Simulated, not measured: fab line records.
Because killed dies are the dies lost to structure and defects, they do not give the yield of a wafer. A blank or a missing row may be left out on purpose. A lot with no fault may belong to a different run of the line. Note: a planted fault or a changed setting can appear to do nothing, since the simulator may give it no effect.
Comparing a struck lot with a sound one :: flow n5Finfet :: 15 out of 1938 route steps
Sound: the wafers L880.4, L880.5, L880.6. The struck wafers were L875.4, L875.5. Last of all comes the cause.
Each step with rows lists, per side, the tool, then ch with its chambers, then its first start. Under that, the readings that differ: sound wafers :: struck wafers :: difference of the means :: sigmas: that difference in standard deviations of wafers without a fault.
alike: same words and numbers on both sides, and readings whose means sit less than 2 such deviations apart. not compared: any withheld reading, any reading some wafer has no value for, any bound like >300 that may hide the same value, and any number with overlapping values for which the record gives no deviation.
A row with sigmas, a row that says differs or no value, or rows on one side alone: a step with any of these is where the two part. Numbers that don't overlap but have no deviation are shown without sigmas and don't part them. A reading missing from all wafers of one side parts the sides only when that side holds two or more wafers.

first, 7 steps without rows for these wafers: N5_BEOL_M10_COAT_64 (time 60 s, resist thk 30 nm); N5_BEOL_M10_COAT_22 (resist thk 90 nm); N5_BEOL_M10_EBR_24; N5_BEOL_M10_SOFTBAKE_23 (time 60 s); N5_BEOL_M10_EXPOSE_25 (exposes mask V9); N5_BEOL_M10_PEB_26 (peb time 60 s); N5_BEOL_M10_DEVELOP_27 (develop time 30 s).
N5_BEOL_M10_CD_MEAS_28: the cd target is 70 nm.
  sound on cdSem-03 ch 0, day 13 09:53; struck on cdSem-03 ch 0, day 12 04:37
  alike: cdNm
N5_BEOL_M10_OVL_MEAS_29:
  sound on overlay-02 ch 0, day 13 09:55; struck on overlay-02 ch 0, day 12 04:38
reading: V9_OVL (nm)
sound: 0.3 1.3 0.6
struck: -0.4 -1.3
difference: -1.6
sigmas: -3
N5_BEOL_M10_INSPECT_30: inspects for defects (brightfield).
  sound on defectInspect-02, day 13 09:56; struck on defectInspect-01, day 12 04:40
  alike: rawDefectCount
N5_BEOL_M10_DESCUM_33: chemistry O2, time 7.9 s.
  sound on rieDiel-02 ch 0,2,3, day 13 10:12; struck on rieDiel-03 ch 1,3, day 12 04:42
  alike: drypumpMotorCurrentA, o2FlowSccm, oesProductAu, rfVppV, showerheadPlenumPTorr, throttleValvePct
  not compared: rfHoursCounterH
N5_BEOL_M10_ETCH_65: etches SiARC in CF4, target depth 39 nm, time 65 s.
  sound on rieDiel-02 ch 0,2,3, day 13 10:14; struck on rieDiel-03 ch 1,3, day 12 04:44
  alike: drypumpMotorCurrentA, etchRfOnTimeS, mfcArSccm, oesProductAu, rfVppV, showerheadPlenumPTorr, throttleValvePct
  not compared: rfHoursCounterH
N5_BEOL_M10_ETCH_66: etches SOC in N2/H2, target depth 120 nm, overetch 24 nm, time 180 s.
  sound on rieDiel-02 ch 0,2,3, day 13 10:19; struck on rieDiel-03 ch 1,3, day 12 04:47
reading: model.SiARC_of_BEOL_M10_COAT_64.thkNm (nm)
sound: 23.6 22.8 22.6
struck: 20.4 21
difference: -2.3
sigmas: 
  alike: drypumpMotorCurrentA, n2FlowSccm, oesProductAu, rfVppV, showerheadPlenumPTorr, throttleValvePct
  not compared: rfHoursCounterH
then, 1 step without rows for these wafers: N5_BEOL_M10_STRIP_69 (strips in N2/H2).
N5_PASSIVATION_PROBE_49:
  sound on prober-02, day 15 10:22; struck on prober-01, day 14 02:16
reading: defectLimitedYield (%)
sound: 91.9 92.3 92.5
struck: 88.2 90.2
difference: -3.0
sigmas: -2

reading: killedAtContacts
sound: 11 16 8
struck: 28 24
difference: +14
sigmas: +3

reading: killedAtFrontEnd
sound: 28 30 29
struck: 63 44
difference: +24
sigmas: +2

reading: killedDies
sound: 96 91 89
struck: 139 116
difference: +36
sigmas: +2

reading: killedOpen
sound: 66 66 48
struck: 96 82
difference: +29
sigmas: +3

reading: sort_bin_5_function (%)
sound: 5.2 4.7 4.7
struck: 7.4 6.0
difference: +1.8
sigmas: +2

reading: sortNPass
sound: 1084 1089 1091
struck: 1041 1064
difference: -36
sigmas: -2
  alike: killed_at_M0_to_M3, killed_at_M4_up, killedAtOther, killedOnRim, killedShort, sort_bin_6_memory, sort_bin_8_speed

## WHERE THEY PART
Earliest at N5_BEOL_M10_OVL_MEAS_29; latest, in this record, at N5_PASSIVATION_PROBE_49.

WHY: whatever the simulator had introduced
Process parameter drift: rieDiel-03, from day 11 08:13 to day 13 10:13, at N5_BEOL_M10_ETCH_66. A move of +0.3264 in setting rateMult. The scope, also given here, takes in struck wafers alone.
